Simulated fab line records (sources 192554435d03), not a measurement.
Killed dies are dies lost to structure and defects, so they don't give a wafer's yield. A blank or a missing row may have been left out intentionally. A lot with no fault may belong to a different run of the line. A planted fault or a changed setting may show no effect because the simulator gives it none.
Lot-split experiment || flow n5_finfet || 21 wafers read across 7 lots, on a route 1938 steps long

## SPLIT DETAILS
At N5_BEOL_M11_COAT_64 (time 60 s, resist thk 30 nm), the setting spin_rpm was moved away from the recipe's 1500 rpm on 8 of the 21 wafers read, by -10.2% to +7.5%. For the rest of the wafers, this setting stayed at what the recipe calls for.

## FROM THE SPLIT TO THE READING: what the file shows between them, 3 steps
- N5_BEOL_M11_COAT_22: resist thk 90 nm
- N5_BEOL_M11_EBR_24
- N5_BEOL_M11_DESCUM_33: chemistry O2, time 7.9 s

## THE READING
CAR-ArF_of_BEOL_M11_COAT_22.thk_nm (the simulator's own value, which no gauge read), in nm, at N5_BEOL_M11_ETCH_65 (etches SiARC in CF4, target depth 39 nm, time 65 s). There is no usual value for it anywhere in the file. Here, 13 wafers ran the recipe; their average is 55.5 nm with a standard deviation of 0.23 nm.

{"wafer": "L075.2", "tool, chamber at the split": "litho_track-04, 0", "spin_rpm as run, rpm": 1500, "against the recipe": "recipe", "CAR-ArF_of_BEOL_M11_COAT_22.thk_nm, nm": 55.8, "against lot-mates on the recipe": "-"}
{"wafer": "L075.3", "tool, chamber at the split": "litho_track-04, 0", "spin_rpm as run, rpm": 1613, "against the recipe": "+7.5%", "CAR-ArF_of_BEOL_M11_COAT_22.thk_nm, nm": 57, "against lot-mates on the recipe": "+1.2"}
{"wafer": "L075.4", "tool, chamber at the split": "litho_track-04, 0", "spin_rpm as run, rpm": 1500, "against the recipe": "recipe", "CAR-ArF_of_BEOL_M11_COAT_22.thk_nm, nm": 55.8, "against lot-mates on the recipe": "-"}
{"wafer": "L077.3", "tool, chamber at the split": "litho_track-03, 0", "spin_rpm as run, rpm": 1500, "against the recipe": "recipe", "CAR-ArF_of_BEOL_M11_COAT_22.thk_nm, nm": 55.2, "against lot-mates on the recipe": "-"}
{"wafer": "L077.4", "tool, chamber at the split": "litho_track-03, 0", "spin_rpm as run, rpm": 1500, "against the recipe": "recipe", "CAR-ArF_of_BEOL_M11_COAT_22.thk_nm, nm": 55.8, "against lot-mates on the recipe": "-"}
{"wafer": "L077.6", "tool, chamber at the split": "litho_track-03, 0", "spin_rpm as run, rpm": 1500, "against the recipe": "recipe", "CAR-ArF_of_BEOL_M11_COAT_22.thk_nm, nm": 55.2, "against lot-mates on the recipe": "-"}
{"wafer": "L080.3", "tool, chamber at the split": "litho_track-03, 0", "spin_rpm as run, rpm": 1359, "against the recipe": "-9.4%", "CAR-ArF_of_BEOL_M11_COAT_22.thk_nm, nm": 53.8, "against lot-mates on the recipe": -1.6}
{"wafer": "L080.4", "tool, chamber at the split": "litho_track-03, 0", "spin_rpm as run, rpm": 1500, "against the recipe": "recipe", "CAR-ArF_of_BEOL_M11_COAT_22.thk_nm, nm": 55.4, "against lot-mates on the recipe": "-"}
{"wafer": "L080.6", "tool, chamber at the split": "litho_track-03, 0", "spin_rpm as run, rpm": 1359, "against the recipe": "-9.4%", "CAR-ArF_of_BEOL_M11_COAT_22.thk_nm, nm": 54, "against lot-mates on the recipe": -1.4}
{"wafer": "L084.1", "tool, chamber at the split": "litho_track-04, 0", "spin_rpm as run, rpm": 1500, "against the recipe": "recipe", "CAR-ArF_of_BEOL_M11_COAT_22.thk_nm, nm": 55.4, "against lot-mates on the recipe": "-"}
{"wafer": "L084.3", "tool, chamber at the split": "litho_track-04, 0", "spin_rpm as run, rpm": 1575, "against the recipe": "+5.0%", "CAR-ArF_of_BEOL_M11_COAT_22.thk_nm, nm": 55.8, "against lot-mates on the recipe": "+0.5"}
{"wafer": "L084.5", "tool, chamber at the split": "litho_track-04, 0", "spin_rpm as run, rpm": 1500, "against the recipe": "recipe", "CAR-ArF_of_BEOL_M11_COAT_22.thk_nm, nm": 55.2, "against lot-mates on the recipe": "-"}
{"wafer": "L092.1", "tool, chamber at the split": "litho_track-05, 0", "spin_rpm as run, rpm": 1347, "against the recipe": "-10.2%", "CAR-ArF_of_BEOL_M11_COAT_22.thk_nm, nm": 54, "against lot-mates on the recipe": -1.4}
{"wafer": "L092.3", "tool, chamber at the split": "litho_track-05, 0", "spin_rpm as run, rpm": 1500, "against the recipe": "recipe", "CAR-ArF_of_BEOL_M11_COAT_22.thk_nm, nm": 55.4, "against lot-mates on the recipe": "-"}
{"wafer": "L092.6", "tool, chamber at the split": "litho_track-05, 0", "spin_rpm as run, rpm": 1347, "against the recipe": "-10.2%", "CAR-ArF_of_BEOL_M11_COAT_22.thk_nm, nm": 53.8, "against lot-mates on the recipe": -1.6}
{"wafer": "L095.1", "tool, chamber at the split": "litho_track-04, 0", "spin_rpm as run, rpm": 1500, "against the recipe": "recipe", "CAR-ArF_of_BEOL_M11_COAT_22.thk_nm, nm": 55.6, "against lot-mates on the recipe": "-"}
{"wafer": "L095.3", "tool, chamber at the split": "litho_track-04, 0", "spin_rpm as run, rpm": 1500, "against the recipe": "recipe", "CAR-ArF_of_BEOL_M11_COAT_22.thk_nm, nm": 55.2, "against lot-mates on the recipe": "-"}
{"wafer": "L095.6", "tool, chamber at the split": "litho_track-04, 0", "spin_rpm as run, rpm": 1500, "against the recipe": "recipe", "CAR-ArF_of_BEOL_M11_COAT_22.thk_nm, nm": 55.4, "against lot-mates on the recipe": "-"}
{"wafer": "L096.2", "tool, chamber at the split": "litho_track-05, 0", "spin_rpm as run, rpm": 1417, "against the recipe": "-5.5%", "CAR-ArF_of_BEOL_M11_COAT_22.thk_nm, nm": 55, "against lot-mates on the recipe": -0.6}
{"wafer": "L096.3", "tool, chamber at the split": "litho_track-05, 0", "spin_rpm as run, rpm": 1500, "against the recipe": "recipe", "CAR-ArF_of_BEOL_M11_COAT_22.thk_nm, nm": 55.6, "against lot-mates on the recipe": "-"}
{"wafer": "L096.4", "tool, chamber at the split": "litho_track-05, 0", "spin_rpm as run, rpm": 1417, "against the recipe": "-5.5%", "CAR-ArF_of_BEOL_M11_COAT_22.thk_nm, nm": 54.8, "against lot-mates on the recipe": -0.8}

THE FIT
A straight line over all 21 wafers: CAR-ArF_of_BEOL_M11_COAT_22.thk_nm changes by +0.154 nm for each +1% of spin_rpm; r = +0.95; the points scatter about the line by 0.26 nm.
The same after taking each lot's own level away (the mean of its wafers on the recipe; 21 wafers): +0.147 nm for each +1%; r = +0.98; scatter 0.16 nm.
On that fit, the largest move of spin_rpm shifts the reading by 1.5 nm.
From 55.30 to 55.80 nm: that is the span of the lots' own levels, equal to 2.2 times the standard deviation above.
Hence the lot-to-lot level has little effect on the slope; both slopes agree.
Check: -1.54 nm against its lot-mates is what the line predicts for one of the wafers moved furthest among these (-10.2%) when that wafer is left out of the fit. Against them it came out at -1.4 nm.

## OTHER SPLITS ON THESE WAFERS
Before the reading, these wafers also passed through other splits. Each is held against what the fit with the lots' levels taken away leaves over:
{"other split on the same wafers": "N5_BEOL_M10_HM_DEP_02 target_thk_a", "wafers away from the commonest value": 4, "r with CAR-ArF_of_BEOL_M11_COAT_22.thk_nm (lot level and that fit taken away)": "+0.07"}
{"other split on the same wafers": "N5_BEOL_M10_DEP_56 time_s", "wafers away from the commonest value": 7, "r with CAR-ArF_of_BEOL_M11_COAT_22.thk_nm (lot level and that fit taken away)": "+0.01"}
{"other split on the same wafers": "N5_BEOL_M11_DESCUM_16 time_s", "wafers away from the commonest value": 6, "r with CAR-ArF_of_BEOL_M11_COAT_22.thk_nm (lot level and that fit taken away)": "+0.02"}

## THE WHOLE CHAIN: every reading that the file lists as answering this split, in the file's order
{"step": "N5_BEOL_M11_COAT_64", "what it does": "time 60 s, resist thk 30 nm", "reading": "SiARC_of_BEOL_M11_COAT_64.thk_nm (the simulator's own value, which no gauge read)", "change (the file's fit)": "-0.158 nm for each +1% of the setting", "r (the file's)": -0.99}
{"step": "N5_BEOL_M11_ETCH_65", "what it does": "etches SiARC in CF4, target depth 39 nm, time 65 s", "reading": "etch.depth_nm (the simulator's own value, which no gauge read)", "change (the file's fit)": "-0.157 nm for each +1% of the setting", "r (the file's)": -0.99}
{"step": "N5_BEOL_M11_ETCH_65", "what it does": "etches SiARC in CF4, target depth 39 nm, time 65 s", "reading": "CAR-ArF_of_BEOL_M11_COAT_22.thk_nm (the simulator's own value, which no gauge read)", "change (the file's fit)": "+0.147 nm for each +1% of the setting", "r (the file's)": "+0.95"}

## THE FILE'S OWN FIT
CAR-ArF_of_BEOL_M11_COAT_22.thk_nm changes by +0.147 nm for each +1% of spin_rpm, r = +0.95.
